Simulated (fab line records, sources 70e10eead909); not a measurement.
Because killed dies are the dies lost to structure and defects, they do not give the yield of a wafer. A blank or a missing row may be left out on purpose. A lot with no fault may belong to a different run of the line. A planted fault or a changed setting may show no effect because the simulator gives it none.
fab line records -- flow nandHarc
[record] lots = 5, wafers = 15, lastDay = 32
route steps=1302 shown P_CONTACT@249 P_M0@253
lots with no fault: from the same line, run without faults
startH: hours from the record's opening day to when the first of the lot's shown wafers began -- waitH: hours from the lot's prior step to this one -- " as in the row above -- L1.1+2: one row covering several wafers at once -- - value missing, or start not given -- * or withheld: withheld -- < > ~ a bound
route shown NAME@n: names a module that has steps shown in the file, with the first one's number in the route -- usual: mean/standard deviation taken from wafers without a fault -- same: alike in all rows -- chamber/n: place in a boat -- sites: each site's reading -- _std_site: standard deviation across them -- _edge_site: outer sites' mean less inner sites' -- radiusMm: how far each site lies from the wafer's centre -- mask NAME#n: copy n -- behind: the tool/chamber that last shaped the wafer -- hold: cause of the lot's hold/its duration in hours/its outcome -- device: transistor that didn't switch, given as n, p or np -- end of line: the same wafers' tests at the end of the route -- a step without rows: its recipe alone -- killed: not the wafer's yield, but the dies lost to structure and defects at the first sort -- map: a wafer's dies, x killed, . not, _ none there
set.NAME: setting as actually run; set.NAME@STEP: the setting as run at that earlier step -- model.NAME: the simulator's own value behind a step, which no gauge read
a table for each step, a row for each wafer; lots at some steps of the route
services: when a tool's chamber went out of use (startH, in hours from the record's first day, below 0 if earlier), for how many hours, and the reason
[[steps]]
[step NHARC_P_CONTACT_CMP_24]
[recipe] tOverpolishS = 30, targetThkNm = 200
[usual] motorCurrentA = 12.4/0.92, overpolishRunS = 30.000/0.0093, timeToEndpointS = 40.8/2.8
lot.wafer,tool,chamber,startH,waitH,motorCurrentA,overpolishRunS,timeToEndpointS
L834.4,cmp-02,2,131.99,0.4,12.3,30.013,42.1
L834.3,cmp-02,3,131.99,0.4,14.1,29.991,43.1
L834.2,cmp-02,0,131.99,0.4,12.9,29.984,39.1
L841.3,cmp-03,1,199.86,0.3,13.0,29.988,40.8
L841.1,cmp-03,2,199.86,0.3,11.6,30.000,41.4
L841.6,cmp-03,1,199.86,0.3,12.9,29.992,44.9
L845.3,cmp-03,1,241.82,0.5,12.1,29.985,40.9
L845.4,cmp-03,3,241.82,0.5,12.1,30.003,41.7
L845.1,cmp-03,0,241.82,0.5,13.3,29.996,42.7
L851.1,cmp-01,3,302.85,0.6,11.6,30.012,44.5
L851.6,cmp-01,0,302.85,0.6,12.8,30.004,50.5
L851.5,cmp-01,1,302.85,0.6,12.5,29.995,43.8
L852.4,cmp-02,2,315.88,0.4,11.8,30.002,42.3
L852.1,cmp-02,3,315.88,0.4,14.7,29.993,43.2
L852.3,cmp-02,1,315.88,0.4,11.8,30.000,43.6
[step NHARC_P_CONTACT_SRD_26]
[step NHARC_P_CONTACT_INSPECT_27]
[usual] rawDefectCount = 276/100
lot.wafer,tool,chamber,startH,waitH,rawDefectCount
L834.2,defectInspect-01,-,132.40,0.1,191
L834.3,defectInspect-01,-,132.40,0.1,199
L834.4,defectInspect-01,-,132.40,0.1,256
L841.1,defectInspect-01,-,200.24,0.1,203
L841.3,defectInspect-01,-,200.24,0.1,221
L841.6,defectInspect-01,-,200.24,0.1,328
L845.1,defectInspect-02,-,242.23,0.1,208
L845.3,defectInspect-02,-,242.23,0.1,212
L845.4,defectInspect-02,-,242.23,0.1,203
L851.1,defectInspect-01,-,303.17,0.1,409
L851.5,defectInspect-01,-,303.17,0.1,405
L851.6,defectInspect-01,-,303.17,0.1,443
L852.1,defectInspect-01,-,316.28,0.1,236
L852.3,defectInspect-01,-,316.28,0.1,198
L852.4,defectInspect-01,-,316.28,0.1,185
[step NHARC_P_M0_DEP_00]
[recipe] targetThkA = 1500, targetThkNm = 150, tempC = withheld, pressureTorr = 5, flowSccm = 200, rfW = 600, material = SiOC
[step NHARC_P_M0_DEHYDRATE_01]
[recipe] tempC = 150, timeS = 120
[step NHARC_P_M0_HMDS_02]
[recipe] timeS = 30
[step NHARC_P_M0_COAT_33]
[recipe] tempC = 200, timeS = 65
[step NHARC_P_M0_COAT_03]
[recipe] spinRpm = 1500, resistThkNm = 90
[step NHARC_P_M0_SOFTBAKE_04]
[recipe] tempC = 105, timeS = 55
[step NHARC_P_M0_EBR_05]
[step NHARC_P_M0_EXPOSE_06]
[recipe] na = 1.35, targetCdNm = 90, doseMj = 81.28, maskId = P_M0
[step NHARC_P_M0_PEB_07]
[recipe] pebTempC = 100, pebTimeS = 65
[usual] heaterPowerTotalW = 156.5/0.42
lot.wafer,tool,chamber,startH,waitH,heaterPowerTotalW
L834.2,lithoTrack-01,0,133.09,0.1,157.1
L834.3,lithoTrack-01,0,133.09,0.1,156.4
L834.4,lithoTrack-01,0,133.09,0.1,156.8
L841.1,lithoTrack-01,0,200.94,0.1,185.9
L841.3,lithoTrack-01,0,200.94,0.1,187.3
L841.6,lithoTrack-01,0,200.94,0.1,156.1
L845.1,lithoTrack-06,0,243.21,0.1,156.8
L845.3,lithoTrack-06,0,243.21,0.1,157.2
L845.4,lithoTrack-06,0,243.21,0.1,156.9
L851.1,lithoTrack-04,0,303.87,0.1,157.1
L851.5,lithoTrack-04,0,303.87,0.1,156.0
L851.6,lithoTrack-04,0,303.87,0.1,156.1
L852.1,lithoTrack-06,0,317.10,0.1,156.3
L852.3,lithoTrack-06,0,317.10,0.1,155.9
L852.4,lithoTrack-06,0,317.10,0.1,156.0
[step NHARC_P_M0_DEVELOP_08]
[recipe] developTimeS = 35, devTempC = 23
[step NHARC_P_M0_CD_MEAS_09]
[recipe] targetCdNm = 90, landingEnergyEv = 500
[usual] cdNm = 89.6/0.62
lot.wafer,tool,chamber,startH,waitH,cdNm
L834.2,cdSem-03,0,133.17,-,90.1
L834.3,cdSem-03,0,133.17,-,89.7
L834.4,cdSem-03,0,133.17,-,90.0
L841.1,cdSem-03,0,201.02,-,78.0
L841.3,cdSem-03,0,201.02,-,77.6
L841.6,cdSem-03,0,201.02,-,90.2
L845.1,cdSem-03,0,243.29,-,90.0
L845.3,cdSem-03,0,243.29,-,88.9
L845.4,cdSem-03,0,243.29,-,89.0
L851.1,cdSem-02,0,303.95,-,89.4
L851.5,cdSem-02,0,303.95,-,88.6
L851.6,cdSem-02,0,303.95,-,89.2
L852.1,cdSem-01,0,317.18,-,89.5
L852.3,cdSem-01,0,317.18,-,90.1
L852.4,cdSem-01,0,317.18,-,90.3
[step NHARC_P_M0_OVL_MEAS_10]
[recipe] pitchNm = 180
[usual] overlayXNm = -0.1/0.77, overlayYNm = 0.5/0.73
lot.wafer,tool,chamber,startH,waitH,overlayXNm,overlayYNm
L834.2,overlay-01,-,133.26,-,-0.3,-0.1
L834.3,overlay-01,-,133.26,-,-0.1,0.4
L834.4,overlay-01,-,133.26,-,-0.1,0.7
L841.1,overlay-02,-,201.11,-,-0.1,1.5
L841.3,overlay-02,-,201.11,-,0.2,1.4
L841.6,overlay-02,-,201.11,-,0.0,1.4
L845.1,overlay-01,-,243.38,-,1.1,0.8
L845.3,overlay-01,-,243.38,-,0.4,1.7
L845.4,overlay-01,-,243.38,-,1.1,0.9
L851.1,overlay-02,-,304.04,-,0.9,0.3
L851.5,overlay-02,-,304.04,-,1.1,-0.1
L851.6,overlay-02,-,304.04,-,0.4,0.1
L852.1,overlay-01,-,317.27,-,0.0,-0.2
L852.3,overlay-01,-,317.27,-,-0.3,-0.9
L852.4,overlay-01,-,317.27,-,-0.7,-0.1
[step NHARC_P_M0_INSPECT_11]
[usual] rawDefectCount = 5/3.1
lot.wafer,tool,chamber,startH,waitH,rawDefectCount
L834.2,defectInspect-01,-,133.30,0.0,4
L834.3,defectInspect-01,-,133.30,0.0,6
L834.4,defectInspect-01,-,133.30,0.0,5
L841.1,defectInspect-02,-,201.14,0.0,7
L841.3,defectInspect-02,-,201.14,0.0,1
L841.6,defectInspect-02,-,201.14,0.0,1
L845.1,defectInspect-01,-,243.42,0.0,4
L845.3,defectInspect-01,-,243.42,0.0,5
L845.4,defectInspect-01,-,243.42,0.0,6
L851.1,defectInspect-01,-,304.08,0.0,8
L851.5,defectInspect-01,-,304.08,0.0,8
L851.6,defectInspect-01,-,304.08,0.0,11
L852.1,defectInspect-01,-,317.31,0.0,1
L852.3,defectInspect-01,-,317.31,0.0,3
L852.4,defectInspect-01,-,317.31,0.0,3
[step NHARC_P_M0_DESCUM_14]
[recipe] timeS = 3, o2FlowSccm = 200, arFlowSccm = 0, biasPowerW = 0, chemistry = O2
[usual] drypumpMotorCurrentA = 5.65/0.19, oesProductAu = 1.001/0.0076, rfVppV = 57.7/0.85, showerheadPlenumPTorr = 1.87/0.081, throttleValvePct = 11.312/0.01
lot.wafer,tool,chamber,startH,waitH,drypumpMotorCurrentA,oesProductAu,rfHoursCounterH,rfVppV,showerheadPlenumPTorr,throttleValvePct,model.P_M0.cdNm
L834.2,rieDiel-01,3,133.36,0.1,5.61,1.003,35,57.2,1.87,11.303,90.52
L834.4,rieDiel-01,0,133.36,0.1,5.48,1.011,33,57.6,1.90,11.335,89.71
L834.3,rieDiel-01,2,133.36,0.1,6.11,0.989,30,58.2,1.85,11.309,89.97
L841.1,rieDiel-05,2,201.21,0.1,5.71,0.994,21,57.2,1.78,11.295,77.54
L841.3,rieDiel-05,3,201.21,0.1,5.65,1.003,22,56.4,1.82,11.328,77.38
L841.6,rieDiel-05,2,201.21,0.1,5.70,0.992,-,57.2,1.78,11.298,89.57
L845.3,rieDiel-08,2,243.49,0.1,5.83,1.013,16,57.3,1.83,11.301,89.33
L845.4,rieDiel-08,3,243.49,0.1,5.95,1.012,14,58.5,1.88,11.309,89.09
L845.1,rieDiel-08,0,243.49,0.1,5.76,0.995,14,58.0,1.79,11.312,89.73
L851.1,rieDiel-08,0,304.15,0.1,5.73,0.985,38,59.2,1.79,11.313,89.05
L851.5,rieDiel-08,3,304.15,0.1,5.93,1.000,-,58.6,1.87,11.316,88.63
L851.6,rieDiel-08,0,304.15,0.1,5.72,0.978,-,57.3,1.79,11.314,88.56
L852.3,rieDiel-05,1,317.37,0.1,5.44,1.008,16,58.4,1.99,11.318,89.64
L852.4,rieDiel-05,2,317.37,0.1,5.70,0.999,16,57.2,1.78,11.308,90.17
L852.1,rieDiel-05,3,317.37,0.1,5.65,1.004,15,57.6,1.81,11.303,89.32
[step NHARC_P_M0_ETCH_34]
[recipe] targetDepthA = 400, overetchA = 120, timeS = 43.94, ionEnergyEv = 200, n2FlowSccm = 150, h2FlowSccm = 150, arFlowSccm = 0, rfW = 400, biasW = 150, chemistry = N2/H2
[usual] biasW = 149.9/0.43, drypumpMotorCurrentA = 5.65/0.19, oesProductAu = 1.000/0.0081, rfVppV = 429.5/2.7, showerheadPlenumPTorr = 2.00/0.091, throttleValvePct = 14.171/0.0086
lot.wafer,tool,chamber,startH,waitH,biasW,drypumpMotorCurrentA,oesProductAu,rfHoursCounterH,rfVppV,showerheadPlenumPTorr,throttleValvePct
L834.4,rieDiel-01,3,133.45,0.1,149.7,5.69,0.999,35,429.2,1.99,14.172
L834.2,rieDiel-01,0,133.45,0.1,149.6,5.50,0.999,33,431.4,2.03,14.186
L834.3,rieDiel-01,1,133.45,0.1,150.0,6.08,1.013,30,430.0,2.03,14.168
L841.3,rieDiel-05,3,201.29,0.1,150.4,5.65,1.000,22,427.5,1.94,14.165
L841.1,rieDiel-05,0,201.29,0.1,149.1,5.50,1.008,23,431.5,2.05,14.184
L841.6,rieDiel-05,0,201.29,0.1,150.0,5.52,0.998,-,432.2,2.05,14.181
L845.1,rieDiel-08,3,243.56,0.1,150.8,5.94,1.005,14,427.9,2.00,14.182
L845.4,rieDiel-08,1,243.56,0.1,150.1,5.50,1.017,16,435.4,2.21,14.178
L845.3,rieDiel-08,2,243.56,0.1,149.7,5.87,1.020,16,429.2,1.95,14.174
L851.1,rieDiel-08,0,304.24,0.1,150.0,5.73,0.986,38,425.3,1.90,14.176
L851.6,rieDiel-08,1,304.24,0.1,149.6,5.50,1.015,-,435.3,2.20,14.153
L851.5,rieDiel-08,2,304.24,0.1,149.4,5.84,1.008,-,428.0,1.94,14.160
L852.4,rieDiel-05,2,317.45,0.1,150.4,5.69,0.996,17,426.5,1.89,14.190
L852.3,rieDiel-05,3,317.45,0.1,149.9,5.69,0.996,15,428.4,1.93,14.176
L852.1,rieDiel-05,0,317.45,0.1,150.1,5.52,1.002,14,430.0,2.04,14.173
[step NHARC_P_M0_ETCH_15]
[recipe] targetDepthA = 1500, overetchA = 150, timeS = 82.5, c4f8FlowSccm = withheld, arFlowSccm = 400, rfW = 600, biasW = 300, chemistry = C4F8/Ar
[usual] biasW = 299.9/0.89, oesProductAu = 0.964/0.02, rfVppV = 439.9/2.6
lot.wafer,tool,chamber,startH,waitH,biasW,oesProductAu,rfHoursCounterH,rfVppV,model.P_M0.cdNm
L834.2,rieDiel-01,0,-,-,300.0,0.965,33,441.7,89.69
L834.3,rieDiel-01,2,-,-,299.1,0.961,30,440.5,89.96
L834.4,rieDiel-01,3,-,-,300.8,0.969,35,438.3,89.82
L841.1,rieDiel-05,0,-,-,300.5,0.980,23,441.5,77.88
L841.3,rieDiel-05,1,-,-,298.1,0.956,22,443.6,76.93
L841.6,rieDiel-05,1,-,-,299.3,0.977,-,444.5,89.68
L845.1,rieDiel-08,1,-,-,298.5,0.964,16,446.4,89.26
L845.3,rieDiel-08,3,-,-,300.2,0.979,14,439.3,88.78
L845.4,rieDiel-08,0,-,-,299.8,0.975,14,438.0,88.86
L851.1,rieDiel-08,1,-,-,300.2,0.938,42,445.6,88.93
L851.6,rieDiel-08,0,-,-,299.8,0.914,-,435.4,88.43
L851.5,rieDiel-08,1,-,-,299.9,0.930,-,446.0,88.32
L852.4,rieDiel-05,1,-,-,299.7,0.964,16,444.3,89.88
L852.3,rieDiel-05,3,-,-,298.6,0.978,15,437.3,89.33
L852.1,rieDiel-05,0,-,-,300.7,0.977,14,440.7,89.26
[step NHARC_P_M0_CD_MEAS_16]
[usual] cdNm = 89.3/0.78
lot.wafer,tool,chamber,startH,waitH,cdNm
L834.2,cdSem-01,-,133.66,-,89.7
L834.3,cdSem-01,-,133.66,-,89.9
L834.4,cdSem-01,-,133.66,-,89.7
L841.1,cdSem-02,-,201.50,-,77.8
L841.3,cdSem-02,-,201.50,-,77.2
L841.6,cdSem-02,-,201.50,-,89.7
L845.1,cdSem-03,-,243.77,-,89.4
L845.3,cdSem-03,-,243.77,-,89.1
L845.4,cdSem-03,-,243.77,-,88.9
L851.1,cdSem-03,-,304.44,-,89.1
L851.5,cdSem-03,-,304.44,-,88.4
L851.6,cdSem-03,-,304.44,-,88.3
L852.1,cdSem-01,-,317.67,-,89.3
L852.3,cdSem-01,-,317.67,-,89.3
L852.4,cdSem-01,-,317.67,-,89.8
[[services]]
tool,chamber,startH,hours,kind
cmp-03,-,115.04,2.6,repair
rieDiel-01,2,117.78,10.0,repair
cmp-01,-,118.30,0.3,repair
cmp-02,-,134.66,4.0,pm
cmp-03,-,152.30,2.0,repair
lithoTrack-01,-,155.00,7.0,pm
cmp-03,-,162.09,4.0,pm
lithoTrack-06,-,179.00,7.0,pm
cmp-02,-,179.12,1.9,repair
rieDiel-08,-,193.53,9.0,pm
rieDiel-01,-,205.61,9.0,pm
cmp-03,-,207.34,1.3,repair
cmp-02,-,217.30,68.5,repair
rieDiel-05,-,229.60,9.0,pm
cmp-03,-,234.10,1.0,repair
cmp-03,-,236.70,0.3,repair
rieDiel-08,2,244.04,7.6,repair
cmp-03,-,257.89,0.4,repair
cmp-03,-,260.09,4.0,pm
rieDiel-01,1,261.34,14.6,repair
rieDiel-01,3,274.94,3.1,repair
rieDiel-08,-,284.16,1.4,repair
cmp-03,-,303.48,0.4,repair
rieDiel-01,-,309.30,0.6,repair
[[key]]
[firstSign] step = NHARC_P_M0_PEB_07, reading = heaterPowerTotalW, direction = up, sigmas = 71, usual = *, struck = *
[effect] step = NHARC_P_M0_CD_MEAS_09, reading = cdNm, direction = down, sigmas = 19, usual = 89.6, struck = 77.8
[effect] step = NHARC_P_M0_CD_MEAS_16, reading = cdNm, direction = down, sigmas = 15, usual = 89.3, struck = 77.5
[modelEffect] step = NHARC_P_M0_DESCUM_14, value = P_M0.cdNm, without = 89.6, struck = 77.46
[modelEffect] step = NHARC_P_M0_ETCH_15, value = P_M0.cdNm, without = 89.54, struck = 77.41
metAt NHARC_P_M0_PEB_07
struckWafers L841.1,L841.3
sortLeftOut L841.1,L841.3
onsetBetween 133.09 200.94
[fault] kind = processParameterDrift, tool = lithoTrack-01, chamber = -, onsetH = 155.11, steps = NHARC_P_M0_PEB_07, channel = pebTimeS, offset = *, shape = step, endH = 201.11, scope = struckWafersOnly, actsIn = *, stated = *
// sortLeftOut: the simulated sort isn't trusted on such a fault, so these wafers' sort isn't shown, and their yield isn't known
